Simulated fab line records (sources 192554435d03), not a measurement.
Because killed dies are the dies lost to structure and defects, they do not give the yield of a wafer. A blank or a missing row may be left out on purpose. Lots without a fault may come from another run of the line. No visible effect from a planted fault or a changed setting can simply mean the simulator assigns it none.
Which tool was responsible? ; flow n5_finfet ; Sampling: 12 lots, 36 wafers, 2 of 1938 route steps

== WHAT EACH GAUGE READ, for each wafer ==
N5_PMOS_HMC_CHANNEL_EPI_THK_MEAS_22.
lot;measured;on;HMC_CMP_THK (nm)
L660;day 2 01:58;film_metro-01;55.0 55.0 54.5
L662;day 2 13:28;film_metro-02;53.5 52.9 53.6
L664;day 3 01:48;film_metro-02;54.0 52.9 53.0
L665;day 3 08:04;film_metro-01;54.0 53.4 52.9
L667;day 3 20:14;film_metro-01;52.6 53.2 52.5
L675;day 5 20:40;film_metro-01;53.0 53.5 53.2
L676;day 6 01:50;film_metro-01;53.8 52.8 53.1
L677;day 6 07:51;film_metro-01;53.8 53.5 53.5
L678;day 6 13:37;film_metro-02;54.4 54.0 53.8
L679;day 6 20:46;film_metro-01;54.4 54.7 53.7
L681;day 7 08:32;film_metro-02;53.0 53.9 53.3
L682;day 7 17:50;film_metro-02;52.6 53.1 53.1

== WHAT TOOL EACH LOT RAN ON (gives the tool, then ch and the chambers of the sampled wafers, and finally the start) ==
lot;N5_PMOS_HMC_CHANNEL_EPI_HM_DEP_34
L660;pecvd-04 ch 0,1, day 1 23:13
L662;pecvd-02 ch 0,1, day 2 10:40
L664;pecvd-04 ch 0,1,2, day 2 22:58
L665;pecvd-04 ch 0, day 3 05:02
L667;pecvd-04 ch 0,1, day 3 17:11
L675;pecvd-03 ch 1,2, day 5 16:58
L676;pecvd-03 ch 1,2, day 5 23:04
L677;pecvd-04 ch 1,2, day 6 05:13
L678;pecvd-03 ch 0,1,2, day 6 10:52
L679;pecvd-03 ch 1,2, day 6 16:49
L681;pecvd-03 ch 0,1,2, day 7 05:53
L682;pecvd-04 ch 0,1, day 7 15:05
- N5_PMOS_HMC_CHANNEL_EPI_HM_DEP_34: deposits SiO2 from TEOS/O2, target thk 36 nm, time 6.9 s.

== AS READ BY THE TOOLS THEMSELVES (means over the sampled wafers that have a number; for cases with no such wafer, the mark the record gives instead) ==
N5_PMOS_HMC_CHANNEL_EPI_HM_DEP_34.
lot;tool;heater_power_w (W);rf_fwd_power_W (W);showerhead_plenum_p_Torr (Torr);throttle_valve_pct (%)
L660;pecvd-04;494;889;8.36;18.2
L662;pecvd-02;477;887;8.35;18.2
L664;pecvd-04;578;889;8.35;18.5
L665;pecvd-04;541;893;8.36;19.1
L667;pecvd-04;511;888;8.37;18.7
L675;pecvd-03;531;883;8.31;19.4
L676;pecvd-03;553;887;8.30;18.5
L677;pecvd-04;488;889;8.33;18.2
L678;pecvd-03;479;889;8.32;19.0
L679;pecvd-03;509;883;8.30;19.3
L681;pecvd-03;505;889;8.32;18.9
L682;pecvd-04;566;888;8.36;18.4

== THE ANSWER, worked out from the rows above alone ==
Rule: the usual values come from the lots themselves. Put in order of their means at a reading, lots are off if they are a third of the lots or fewer, leave a main group of 4 or more, and stand apart from it by a gap of 3 or more times the standard deviation of the main group's means; of several such gaps the widest counts. The tables above print the reading to a certain number of digits; a main group whose means all agree to those digits is not used. A lot without any number at a reading at which 4 lots or more have one is off too. Where the step has rows for the other lots, those lots are counted as sound. After the gauges, taken in route order, come the tools' own readings; for these a lot's mean is taken, as printed above. The first step at which some lot is off is used, and at that step the reading that is off furthest; a lot without a number counts as furthest.
No lot is off at any reading shown: from this, nothing can be told.

== WHAT THE SIMULATOR HAD INSERTED ==
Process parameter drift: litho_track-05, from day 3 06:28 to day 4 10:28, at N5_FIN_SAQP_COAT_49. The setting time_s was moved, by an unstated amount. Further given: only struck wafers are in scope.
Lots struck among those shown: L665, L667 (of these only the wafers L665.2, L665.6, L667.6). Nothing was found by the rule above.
